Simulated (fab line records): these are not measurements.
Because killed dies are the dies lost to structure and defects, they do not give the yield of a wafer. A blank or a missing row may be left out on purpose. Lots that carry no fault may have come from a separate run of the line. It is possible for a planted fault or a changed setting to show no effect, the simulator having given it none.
Chamber matching    flow n5 finfet    4 sister chambers for N5_MOL_CONTACT_COAG_ETCH_110 on rie diel-05
The step etches Si in CF4/O2, target depth 2.5 nm, time 8 s. 18 wafers are shown with their chamber, then 9 later ones without.

## WAFERS PAIRED WITH THEIR CHAMBERS
wafer   chamber  drypump motor current A (A)  rf vpp V (V)  throttle valve pct (%)
L074.2  3        5.6                          129           11.08
L074.3  2        5.2                          123           10.97
L074.6  1        5.1                          133           11.13
L076.2  3        5.6                          128           11.09
L076.5  0        6.4                          126           10.72
L076.6  1        5.2                          134           11.14
L077.1  0        6.4                          125           10.72
L077.5  3        5.5                          129           11.09
L077.6  1        5.1                          132           11.17
L081.2  1        5.2                          134           11.18
L081.4  0        6.4                          125           10.76
L081.5  1        5.2                          133           11.20
L083.3  2        5.2                          126           10.24
L083.5  0        6.4                          125           10.74
L083.6  1        5.2                          133           11.21
L084.2  2        5.2                          127           10.29
L084.4  1        5.2                          132           11.21
L084.6  2        5.2                          126           10.25

SIGNATURES (means of the wafers above)
reading                  chamber 0  chamber 1  chamber 2  chamber 3  scatter within a chamber
drypump motor current A  6.400      5.171      5.200      5.567      0.0387
rf vpp V                 125.25     133.00     125.50     128.67     1.01
throttle valve pct       10.7350    11.1771    10.4375    11.0867    0.166
Rule: for each reading, subtract the chamber's mean from the wafer's reading, divide by that reading's scatter and square the result; add these up over the readings and take the root, which gives the wafer's distance from the chamber. The wafer belongs to the nearest chamber; if the next one is less than 2 further off, it can't be placed. How the scatter is found: for the shown wafers, subtract from each reading the mean of its chamber, square and add these, divide the total by (wafers less chambers), then take the root.

## WAFERS WITH NO CHAMBER GIVEN
wafer   drypump motor current A (A)  rf vpp V (V)  throttle valve pct (%)
L086.3  6.5                          127           10.80
L086.4  5.6                          127           11.19
L086.6  6.4                          126           10.80
L093.1  5.6                          128           11.23
L093.5  6.4                          128           10.84
L093.6  5.2                          132           10.54
L096.1  6.4                          125           10.85
L096.3  5.5                          127           11.25
L096.5  5.5                          127           11.26

## EACH ONE'S CHAMBER
wafer   from the rows above  in truth
L086.3  0                    0
L086.4  3                    3
L086.6  0                    0
L093.1  3                    3
L093.5  0                    0
L093.6  1                    1
L096.1  0                    0
L096.3  3                    3
L096.5  3                    3
9 of 9 placed correctly. Left unplaced by these rows: 0. Number placed wrongly: 0.
